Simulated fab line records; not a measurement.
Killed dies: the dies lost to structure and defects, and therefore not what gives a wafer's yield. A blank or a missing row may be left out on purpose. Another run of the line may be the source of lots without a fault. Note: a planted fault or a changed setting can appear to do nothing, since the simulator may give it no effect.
Chamber matching	flow n5Finfet	N5_GATE_CUT_ALD_22 on aldSin-04: 4 sister chambers
The step deposits SiNx, target thk 16 nm, pulse time 1 s, ald cycles 320. 14 wafers are shown with their chamber, then 7 later ones without.

WAFERS, EACH WITH ITS CHAMBER
wafer	chamber	heaterPowerW (W)	precursorPulseHeightRel
L306.3	1	893	1.003
L306.4	0	745	0.995
L306.6	3	775	1.028
L307.1	0	724	1.026
L307.3	1	883	1.000
L307.5	1	901	1.001
L309.3	2	928	0.987
L309.4	1	897	0.981
L309.6	1	920	1.008
L313.3	1	929	0.976
L313.5	1	926	1.014
L313.6	2	955	1.014
L314.2	2	924	0.958
L314.4	1	928	0.984

SIGNATURES (means of the wafers above)
reading	chamber 0	chamber 1	chamber 2	chamber 3	scatter within a chamber
heaterPowerW	734.50	909.62	935.67	775.00	17.6
precursorPulseHeightRel	1.01050	0.99587	0.98633	1.02800	0.0184
Rule: distance of a wafer from a chamber = root of the sum over the readings of ((wafer's reading minus chamber's mean) / reading's scatter) squared. If the next closest chamber is less than 2 further off than the closest, the wafer can't be placed; otherwise it belongs to the closest. How the scatter is found: for the shown wafers, subtract from each reading the mean of its chamber, square and add these, divide the total by (wafers less chambers), then take the root.

WAFERS MISSING THEIR CHAMBER
wafer	heaterPowerW (W)	precursorPulseHeightRel
L314.5	894	0.992
L315.1	729	0.973
L315.4	897	0.980
L315.6	793	1.016
L317.1	914	0.991
L317.2	750	1.018
L317.3	789	1.010

EACH ONE'S CHAMBER
wafer	from the rows above	in truth
L314.5	can't be placed: 1 or 2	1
L315.1	can't be placed: 0 or 3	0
L315.4	can't be placed: 1 or 2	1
L315.6	3	3
L317.1	can't be placed: 1 or 2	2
L317.2	can't be placed: 0 or 3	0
L317.3	can't be placed: 3 or 0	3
Placed correctly: 1 of 7. These rows do not allow placing 6 (true chamber among the candidates in 6). Number placed wrongly: 0.
